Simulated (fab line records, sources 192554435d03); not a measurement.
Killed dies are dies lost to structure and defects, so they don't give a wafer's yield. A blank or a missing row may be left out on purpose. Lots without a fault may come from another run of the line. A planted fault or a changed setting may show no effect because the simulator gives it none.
A struck lot beside a sound one | flow n5_finfet | 14 steps out of a route of 1938
Sound: wafers L577.2, L577.3, L577.5. Struck: wafer L587.3. (L587.4, L587.6 of the same lot were not struck and are left out.) The cause comes at the end.
At each step with rows: each side's tool, then ch and its chambers, then its first start. Under that, the readings that differ: sound wafers | struck wafers | difference of the means | sigmas: that difference in standard deviations of wafers without a fault.
alike: readings whose means differ by less than 2 such deviations, and words and numbers that are the same on both sides. not compared: withheld readings, readings that some wafer has no value for, bounds like >300 that may hide the same value, and numbers for which the record gives no deviation and whose values overlap.
The two part at a step that has a row with sigmas, a row that says differs or no value, or rows on one side only. Numbers that don't overlap but have no deviation are shown without sigmas and don't part them. A reading that every wafer of one side lacks parts them only if that side has two wafers or more.

N5_HKMG_FIN_ALD_72: deposits W, target thk 2 nm, pulse time 1 s, purge time 2 s.
  sound on cvd_w-02 ch 1, day 5 08:16; struck on cvd_w-02 ch 0, day 7 15:48
  alike: heater_power_w, precursor_pulse_height_rel
then, 5 steps without rows for these wafers: N5_HKMG_FIN_W_FILL_22 (material W, target thk 60 nm, time 18.2 s); N5_HKMG_FIN_PRECLEAN_83 (cleans in DIW, time 57.5 s); N5_HKMG_FIN_SRD_84 (dry time 32 s); N5_HKMG_FIN_CMP_23 (polishes, stops on SiNx, t overpolish 10 s, target thk 46.326 nm); N5_HKMG_FIN_CMP_94 (polishes, stops on SiNx, t overpolish 4.7 s, target thk 43.299 nm).
N5_HKMG_FIN_INSPECT_28: inspects for defects (darkfield).
  sound on defect_inspect-01, day 5 09:10; struck on defect_inspect-01, day 7 16:40
  reading          | sound    | struck | difference | sigmas
  raw_defect_count | 19 43 61 | 73     | +32        | +2
N5_GATE_CUT_ETCHBACK_00: etches W in SF6/Cl2.
  sound on rie_metal-02 ch 0,1, day 5 09:11; struck on rie_metal-01 ch 0, day 7 16:44
  alike: drypump_motor_current_A, oes_product_au, throttle_valve_pct
  not compared: rf_hours_counter_h
N5_GATE_CUT_ETCH_56: etches TiN in Cl2/Ar, target depth 21.6 nm.
  sound on rie_metal-02 ch 0,1, day 5 09:19; struck on rie_metal-01 ch 0, day 7 16:51
  alike: drypump_motor_current_A, oes_product_au, throttle_valve_pct
  not compared: rf_hours_counter_h
then, 1 step without rows for these wafers: N5_GATE_CUT_ETCHBACK_30 (etches TiN in Cl2/Ar, target depth 3 nm).
N5_GATE_CUT_VAPOR_ETCH_60: etches HfO2 in BCl3/Cl2.
  sound on rie_metal-02 ch 0,1, day 5 09:26; struck on rie_metal-01 ch 0, day 7 16:57
  alike: drypump_motor_current_A, oes_product_au
N5_GATE_CUT_ETCH_58: etches SiNx in CH3F/O2, target depth 17 nm, time 128.6 s.
  sound on rie_diel-02 ch 1,2, day 5 09:29; struck on rie_diel-06 ch 2, day 7 17:01
  reading                              | sound             | struck | difference | sigmas
  oes_product_au (a.u.)                | 0.78 0.82 0.78    | 0.98   | +0.19      | +2
  showerhead_plenum_p_Torr (Torr)      | 2.08 1.96 2.08    | 1.91   | -0.13      | -2
  model.etch.depth_nm (nm)             | 17.42 16.41 17.43 | 24.19  | +7.10      |
  model.SiNx_of_SDB_ALD_29.thk_nm (nm) | 24.6 24.6 24.4    | 23.4   | -1.1       |
  alike: CH3F_flow_sccm, drypump_motor_current_A, rf_vpp_V, throttle_valve_pct
  not compared: rf_hours_counter_h
N5_GATE_CUT_STRIP_59: strips in N2/H2, time 20 s.
  sound on rie_diel-02 ch 1,2, day 5 09:35; struck on rie_diel-06 ch 2, day 7 17:07
  reading                         | sound          | struck | difference | sigmas
  rf_vpp_V (V)                    | 45.3 46.5 46.1 | 43.7   | -2.3       | -3
  showerhead_plenum_p_Torr (Torr) | 3.54 3.30 3.54 | 3.25   | -0.21      | -2
  alike: drypump_motor_current_A, oes_product_au, throttle_valve_pct
  not compared: rf_hours_counter_h
-- the record jumps here: 10 days lie between the struck wafers' starts before and after (it left off in module GATE_CUT and takes up again in module PASSIVATION, whose first step shown is number 1936 of the route) --
N5_PASSIVATION_PROBE_49:
  sound on prober-01, day 15 00:37; struck on prober-02, day 17 23:14
  alike: killed_at_M0_to_M3, killed_at_M4_up, killed_at_contacts, killed_at_front_end, killed_at_other, killed_dies, killed_open, killed_short

WHERE THEY PART
First at N5_HKMG_FIN_INSPECT_28; last, within this record, at N5_GATE_CUT_STRIP_59. Later steps at which nothing parts them and some readings are alike: N5_PASSIVATION_PROBE_49.

WHY: what the simulator had put in
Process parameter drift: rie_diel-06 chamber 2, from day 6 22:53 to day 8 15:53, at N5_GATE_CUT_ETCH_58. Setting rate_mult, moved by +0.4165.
